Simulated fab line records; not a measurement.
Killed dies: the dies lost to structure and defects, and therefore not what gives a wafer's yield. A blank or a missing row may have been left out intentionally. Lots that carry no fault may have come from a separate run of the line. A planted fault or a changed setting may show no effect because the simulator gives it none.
Comparing a struck lot with a sound one + flow n5-finfet + 15 out of 1938 route steps
Sound: the wafers L788.1, L788.2, L788.5. Struck: wafers L791.2, L791.4, L791.5. At the end, the cause is stated.
For every step that has rows: the tool of each side, followed by ch and its chambers, followed by its first start. Under that, the readings that differ: sound wafers + struck wafers + difference of the means + sigmas: that difference in standard deviations of wafers without a fault.
alike: a reading whose means differ by less than 2 such deviations, as well as words and numbers matching on both sides. not compared: withheld readings; readings where some wafer has no value; bounds like >300 that might hide an equal value; numbers whose values overlap and for which the record gives no deviation.
Wherever a step has rows on one side only, a row that says differs or no value, or a row with sigmas, the two part there. When numbers do not overlap yet have no deviation, they are printed without sigmas and do not part them. Lack of a reading on every wafer of one side parts them only where that side has two or more wafers.

N5_BEOL_M2_OVL_MEAS_29:
  sound on overlay-01 ch 0, day 7 06:26; struck on overlay-02 ch 0, day 8 01:13
  alike: V1_OVL
N5_BEOL_M2_INSPECT_30: inspects for defects (brightfield).
  sound on defect-inspect-02 at day 7 06:30; struck on defect-inspect-01 at day 8 01:17
  alike: raw-defect-count
N5_BEOL_M2_DESCUM_33: chemistry O2, time 7 s.
  sound on rie-diel-06 ch 1,2, day 7 07:49; struck on rie-diel-06 ch 0,1, day 8 01:19
| reading      | sound             | struck            | difference | sigmas |
|--------------|-------------------|-------------------|------------|--------|
| rf-vpp-V (V) | 242.4 245.5 245.7 | 241.9 241.2 241.0 | -3.2       | -2     |
  alike: drypump-motor-current-A, oes-product-au, showerhead-plenum-p-Torr, throttle-valve-pct
  not compared: rf-hours-counter-h
N5_BEOL_M2_ETCH_77: etches underlayer in N2/H2, target depth 6.5 nm, time 5.2 s.
  sound on rie-diel-06 ch 1,2, day 7 07:52; struck on rie-diel-06 ch 0,1, day 8 01:21
  alike: drypump-motor-current-A, etch-rf-on-time-s, h2-flow-sccm, oes-product-au, rf-vpp-V, showerhead-plenum-p-Torr, throttle-valve-pct
  not compared: rf-hours-counter-h
then, 2 steps without rows for these wafers: N5_BEOL_M2_ETCH_69 (etches SiARC in CF4, target depth 15.6 nm, time 26 s); N5_BEOL_M2_ALD_98 (deposits SiO2, target thk 2.5 nm, pulse time 1 s, co reactant pulse time 1 s).
N5_BEOL_M2_ETCHBACK_99: etches SiO2 in CHF3, target depth 5 nm, time 10.4 s.
  sound on rie-diel-06 ch 1,2, day 7 15:48; struck on rie-diel-02 ch 0,1,2, day 8 02:33
  alike: drypump-motor-current-A, oes-product-au, rf-vpp-V, showerhead-plenum-p-Torr, throttle-valve-pct
  not compared: rf-hours-counter-h
N5_BEOL_M2_ETCH_70: etches SOC in N2/H2, target depth 80 nm, overetch 24 nm, time 130 s.
  sound on rie-diel-06 ch 1,2, day 7 15:50; struck on rie-diel-02 ch 0,1,2, day 8 02:35
  alike: drypump-motor-current-A, h2-flow-sccm, oes-product-au, rf-vpp-V, showerhead-plenum-p-Torr, throttle-valve-pct
  not compared: rf-hours-counter-h
then, 2 steps without rows for these wafers: N5_BEOL_M2_STRIP_71 (strips in N2/H2); N5_BEOL_M2_STRIP_78 (strips in N2/H2).
N5_BEOL_M2_VIA_ETCH_34: etches the open film in C4F6/O2, target depth 69.4 nm, time 65.9 s.
  sound on rie-diel-06 ch 1,2, day 7 15:57; struck on rie-diel-02 ch 0,1,2, day 8 02:42
  alike: drypump-motor-current-A, oes-product-au, rf-vpp-V, showerhead-plenum-p-Torr, throttle-valve-pct
  not compared: rf-hours-counter-h
then, 1 step without rows for these wafers: N5_BEOL_M2_STRIP_83 (strips in C4F6/O2).
N5_BEOL_M2_STRIP_36: strips in N2/H2.
  sound on rie-diel-06 ch 1,2, day 7 16:01; struck on rie-diel-02 ch 0,1,2, day 8 02:46
| reading                        | sound                | struck               | difference | sigmas      |
|--------------------------------|----------------------|----------------------|------------|-------------|
| chamber-pressure-mTorr (mTorr) | 20.005 20.003 19.963 | 25.992 26.017 26.030 | +6.023     | +99 or more |
| oes-product-au (a.u.)          | 0.70 0.68 0.69       | 0.80 0.82 0.79       | +0.11      | +2          |
  alike: drypump-motor-current-A, h2-flow-sccm, rf-vpp-V, showerhead-plenum-p-Torr, throttle-valve-pct
  not compared: rf-hours-counter-h
then, 1 step without rows for these wafers: N5_BEOL_M2_TRENCH_ETCH_37 (etches SiOC in C4F6/O2, target depth 55.555 nm, time 29.2 s).
N5_BEOL_M4_RC_MEAS_101:
  sound on prober-02 ch 0, day 8 16:40; struck on prober-01 ch 0, day 9 08:39
  alike: DIBL_N, DIBL_P, IOFF_N, IOFF_P, ION_N, ION_P, SS_N, SS_P, VT_N, VT_P

WHERE THEY PART
At N5_BEOL_M2_DESCUM_33 first; at N5_BEOL_M2_STRIP_36 last (within this record only). Later steps at which nothing parts them and some readings are alike: N5_BEOL_M4_RC_MEAS_101.

WHY: what the simulator had put in
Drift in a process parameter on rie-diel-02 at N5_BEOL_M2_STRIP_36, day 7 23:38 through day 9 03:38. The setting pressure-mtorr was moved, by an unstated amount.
